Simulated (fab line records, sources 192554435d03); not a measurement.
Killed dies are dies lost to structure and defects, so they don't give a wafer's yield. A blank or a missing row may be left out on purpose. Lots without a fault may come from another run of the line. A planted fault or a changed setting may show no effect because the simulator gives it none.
A struck lot beside a sound one | flow n5_finfet | 15 steps out of a route of 1938
Sound: wafers L708.2, L708.3, L708.5. Struck: wafer L713.2. (L713.4 of the same lot was not struck and is left out.) The cause comes at the end.
At each step with rows: each side's tool, then ch and its chambers, then its first start. Under that, the readings that differ: sound wafers | struck wafers | difference of the means | sigmas: that difference in standard deviations of wafers without a fault.
alike: readings whose means differ by less than 2 such deviations, and words and numbers that are the same on both sides. not compared: withheld readings, readings that some wafer has no value for, bounds like >300 that may hide the same value, and numbers for which the record gives no deviation and whose values overlap.
The two part at a step that has a row with sigmas, a row that says differs or no value, or rows on one side only. Numbers that don't overlap but have no deviation are shown without sigmas and don't part them. A reading that every wafer of one side lacks parts them only if that side has two wafers or more.

first, 7 steps without rows for these wafers: N5_MOL_CONTACT_COAG_COAT_77 (time 60 s, resist thk 10 nm); N5_MOL_CONTACT_COAG_COAT_78 (resist thk 40 nm); N5_MOL_CONTACT_COAG_EBR_80; N5_MOL_CONTACT_COAG_SOFTBAKE_79 (time 60 s); N5_MOL_CONTACT_COAG_EXPOSE_81 (exposes mask VG, defocus 0 nm); N5_MOL_CONTACT_COAG_PEB_82 (peb time 60 s); N5_MOL_CONTACT_COAG_DEVELOP_83 (develop time 30 s).
N5_MOL_CONTACT_COAG_CD_MEAS_84: target cd 25.1 nm.
  sound on cd_sem-03 ch 0, day 6 09:22; struck on cd_sem-02 ch 0, day 7 18:25
  alike: cd_nm
N5_MOL_CONTACT_COAG_OVL_MEAS_85:
  sound on overlay-02 ch 0, day 6 09:23; struck on overlay-01 ch 0, day 7 18:26
  reading     | sound       | struck | difference | sigmas
  VG_OVL (nm) | 0.1 0.8 0.4 | -1.1   | -1.5       | -2
N5_MOL_CONTACT_COAG_INSPECT_57: inspects for defects (brightfield).
  sound on defect_inspect-02, day 6 09:27; struck on defect_inspect-02, day 7 18:30
  alike: raw_defect_count
N5_MOL_CONTACT_COAG_DESCUM_88: chemistry O2, time 7 s.
  sound on rie_diel-05 ch 1,3, day 6 09:38; struck on rie_diel-01 ch 2, day 7 18:32
  alike: drypump_motor_current_A, oes_product_au, rf_vpp_V, showerhead_plenum_p_Torr, throttle_valve_pct
  not compared: rf_hours_counter_h
N5_MOL_CONTACT_COAG_ETCH_89: etches underlayer in N2/H2, target depth 13 nm, time 10.4 s.
  sound on rie_diel-05 ch 1,3, day 6 09:40; struck on rie_diel-01 ch 2, day 7 18:34
  alike: drypump_motor_current_A, etch_rf_on_time_s, oes_product_au, rf_vpp_V, showerhead_plenum_p_Torr, throttle_valve_pct
  not compared: rf_hours_counter_h
N5_MOL_CONTACT_COAG_ETCH_90: etches SiARC in CF4, target depth 13 nm, time 21.7 s.
  sound on rie_diel-05 ch 1,3, day 6 09:41; struck on rie_diel-01 ch 2, day 7 18:35
  reading               | sound          | struck | difference | sigmas
  etch_rf_on_time_s (s) | 21.7 21.3 21.7 | 14.2   | -7.4       | -13
  oes_product_au (a.u.) | 0.65 0.64 0.64 | 0.78   | +0.14      | +2
  alike: drypump_motor_current_A, rf_vpp_V, showerhead_plenum_p_Torr, throttle_valve_pct
  not compared: rf_hours_counter_h
N5_MOL_CONTACT_COAG_ALD_131: deposits SiO2, target thk 5 nm, pulse time 1 s, co reactant pulse time 1 s.
  sound on ald_sin-03 ch 0,3, day 6 09:46; struck on ald_sin-04 ch 1, day 7 18:40
  reading                    | sound             | struck | difference | sigmas
  heater_power_w (W)         | 71 81 84          | 106    | +27        | +2
  precursor_pulse_height_rel | 1.005 0.997 1.025 | 0.966  | -0.043     | -2
-- the record jumps here: 7 days lie between the struck wafers' starts before and after (it left off in module MOL_CONTACT_COAG and takes up again in module PASSIVATION, whose first step shown is number 1936 of the route) --
N5_PASSIVATION_PROBE_49:
  sound on prober-02, day 13 06:41; struck on prober-01, day 14 16:44
  alike: killed_at_M0_to_M3, killed_at_M4_up, killed_at_contacts, killed_at_front_end, killed_at_other, killed_dies, killed_open, killed_short

WHERE THEY PART
First at N5_MOL_CONTACT_COAG_OVL_MEAS_85; last, within this record, at N5_MOL_CONTACT_COAG_ALD_131. Later steps at which nothing parts them and some readings are alike: N5_PASSIVATION_PROBE_49.

WHY: what the simulator had put in
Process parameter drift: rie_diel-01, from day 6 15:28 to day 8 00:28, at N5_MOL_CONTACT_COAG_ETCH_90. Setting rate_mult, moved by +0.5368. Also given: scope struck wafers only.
